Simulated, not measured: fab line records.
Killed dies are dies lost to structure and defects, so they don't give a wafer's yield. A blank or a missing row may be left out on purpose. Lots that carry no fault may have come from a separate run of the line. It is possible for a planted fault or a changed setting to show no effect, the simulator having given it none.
Matching of chambers :: flow n5 finfet :: pecvd-03 running N5_BEOL_M3_DEP_57: 3 sister chambers
The step deposits SiCN from 3MS/NH3, target thk 8 nm, time 14 s. 16 wafers are shown with their chamber, then 8 later ones without.

== WAFERS, EACH WITH ITS CHAMBER ==
wafer: L074.1
chamber: 2
throttle valve pct (%): 8.6
showerhead plenum p Torr (Torr): 3.651
chamber pressure Torr (Torr): 3.000

wafer: L074.3
chamber: 1
throttle valve pct (%): 8.6
showerhead plenum p Torr (Torr): 3.637
chamber pressure Torr (Torr): 3.013

wafer: L074.6
chamber: 2
throttle valve pct (%): 7.9
showerhead plenum p Torr (Torr): 3.653
chamber pressure Torr (Torr): 2.999

wafer: L080.3
chamber: 2
throttle valve pct (%): 8.5
showerhead plenum p Torr (Torr): 3.655
chamber pressure Torr (Torr): 2.989

wafer: L080.4
chamber: 0
throttle valve pct (%): 10.2
showerhead plenum p Torr (Torr): 3.685
chamber pressure Torr (Torr): 3.003

wafer: L080.5
chamber: 2
throttle valve pct (%): 8.2
showerhead plenum p Torr (Torr): 3.650
chamber pressure Torr (Torr): 2.993

wafer: L088.4
chamber: 0
throttle valve pct (%): 10.1
showerhead plenum p Torr (Torr): 3.688
chamber pressure Torr (Torr): 3.011

wafer: L088.5
chamber: 1
throttle valve pct (%): 8.4
showerhead plenum p Torr (Torr): 3.629
chamber pressure Torr (Torr): 2.994

wafer: L088.6
chamber: 2
throttle valve pct (%): 8.4
showerhead plenum p Torr (Torr): 3.648
chamber pressure Torr (Torr): 3.005

wafer: L087.1
chamber: 2
throttle valve pct (%): 8.2
showerhead plenum p Torr (Torr): 3.657
chamber pressure Torr (Torr): 3.002

wafer: L087.5
chamber: 0
throttle valve pct (%): 10.2
showerhead plenum p Torr (Torr): 3.675
chamber pressure Torr (Torr): 3.007

wafer: L087.6
chamber: 1
throttle valve pct (%): 8.0
showerhead plenum p Torr (Torr): 3.640
chamber pressure Torr (Torr): 3.007

wafer: L089.1
chamber: 2
throttle valve pct (%): 8.4
showerhead plenum p Torr (Torr): 3.656
chamber pressure Torr (Torr): 2.993

wafer: L089.3
chamber: 2
throttle valve pct (%): 8.7
showerhead plenum p Torr (Torr): 3.646
chamber pressure Torr (Torr): 2.997

wafer: L089.5
chamber: 2
throttle valve pct (%): 8.3
showerhead plenum p Torr (Torr): 3.646
chamber pressure Torr (Torr): 3.003

wafer: L090.4
chamber: 0
throttle valve pct (%): 10.4
showerhead plenum p Torr (Torr): 3.684
chamber pressure Torr (Torr): 3.013

SIGNATURES (averages over the wafers above)
reading: throttle valve pct
chamber 0: 10.225
chamber 1: 8.333
chamber 2: 8.356
scatter within a chamber: 0.231

reading: showerhead plenum p Torr
chamber 0: 3.68300
chamber 1: 3.63533
chamber 2: 3.65133
scatter within a chamber: 0.00479

reading: chamber pressure Torr
chamber 0: 3.00850
chamber 1: 3.00467
chamber 2: 2.99789
scatter within a chamber: 0.00604
Rule: a wafer lies at a distance from a chamber equal to the root of the sum of squares, over the readings, of (its reading less the chamber's mean, divided by the reading's scatter). The wafer belongs to the nearest chamber; if the next one is less than 2 further off, it can't be placed. The scatter: the root of (the sum of the squares of (reading less its chamber's mean) over the shown wafers, divided by (wafers less chambers)).

== WAFERS WITHOUT THEIR CHAMBER ==
wafer: L090.5
throttle valve pct (%): 10.4
showerhead plenum p Torr (Torr): 3.677
chamber pressure Torr (Torr): 3.012

wafer: L090.6
throttle valve pct (%): 8.3
showerhead plenum p Torr (Torr): 3.651
chamber pressure Torr (Torr): 2.997

wafer: L091.2
throttle valve pct (%): 10.3
showerhead plenum p Torr (Torr): 3.685
chamber pressure Torr (Torr): 2.995

wafer: L091.4
throttle valve pct (%): 8.6
showerhead plenum p Torr (Torr): 3.653
chamber pressure Torr (Torr): 2.997

wafer: L091.6
throttle valve pct (%): 10.3
showerhead plenum p Torr (Torr): 3.675
chamber pressure Torr (Torr): 2.993

wafer: L095.2
throttle valve pct (%): 8.6
showerhead plenum p Torr (Torr): 3.652
chamber pressure Torr (Torr): 3.001

wafer: L095.5
throttle valve pct (%): 10.2
showerhead plenum p Torr (Torr): 3.683
chamber pressure Torr (Torr): 3.003

wafer: L095.6
throttle valve pct (%): 8.2
showerhead plenum p Torr (Torr): 3.645
chamber pressure Torr (Torr): 3.006

== WHICH CHAMBER EACH ONE RAN IN ==
wafer: L090.5
from the rows above: 0
in truth: 0

wafer: L090.6
from the rows above: 2
in truth: 2

wafer: L091.2
from the rows above: 0
in truth: 0

wafer: L091.4
from the rows above: 2
in truth: 2

wafer: L091.6
from the rows above: 0
in truth: 0

wafer: L095.2
from the rows above: 2
in truth: 2

wafer: L095.5
from the rows above: 0
in truth: 0

wafer: L095.6
from the rows above: can't be placed: 2 or 1
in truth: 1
Correctly placed: 7 of 8. These rows do not allow placing 1 (true chamber among the candidates in 1). Number placed wrongly: 0.
